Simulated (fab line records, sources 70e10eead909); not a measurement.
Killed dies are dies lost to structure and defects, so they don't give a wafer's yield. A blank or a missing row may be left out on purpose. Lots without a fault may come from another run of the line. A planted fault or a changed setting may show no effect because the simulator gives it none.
Chamber matching | flow nand_harc | NHARC_P_M1_PRE_CLEAN_32 on pecvd-01: 3 sister chambers
The step time 12 s. 6 wafers are shown with their chamber, then 7 later ones without.

WAFERS WITH THEIR CHAMBER
wafer  | chamber | heater_power_w (W)
L451.5 | 2       | 551
L459.1 | 1       | 636
L459.4 | 1       | 637
L459.6 | 0       | 557
L466.2 | 0       | 522
L466.3 | 2       | 560

WAFERS WITHOUT THEIR CHAMBER
wafer  | heater_power_w (W)
L466.5 | 713
L469.2 | 550
L469.4 | 550
L469.5 | 543
L470.1 | 541
L470.4 | 518
L470.5 | 696

WHICH CHAMBER EACH WENT THROUGH
wafer  | from the rows above     | in truth
L466.5 | 1                       | 1
L469.2 | can't be placed: 2 or 0 | 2
L469.4 | can't be placed: 2 or 0 | 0
L469.5 | can't be placed: 0 or 2 | 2
L470.1 | can't be placed: 0 or 2 | 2
L470.4 | can't be placed: 0 or 2 | 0
L470.5 | 1                       | 1
Placed correctly: 2 of 7. Can't be placed from these rows: 5 (the true chamber is among the candidates in 5). Placed wrongly: 0.
How it was worked out, from the rows above alone: a wafer's distance from a chamber is the root of the sum, over the readings, of the square of ((its reading less the chamber's mean) divided by the reading's scatter). The wafer belongs to the nearest chamber; if the next one is less than 2 further off, it can't be placed. A chamber's mean is the mean of its shown wafers. The scatter: the root of (the sum of the squares of (reading less its chamber's mean) over the shown wafers, divided by (wafers less chambers)).
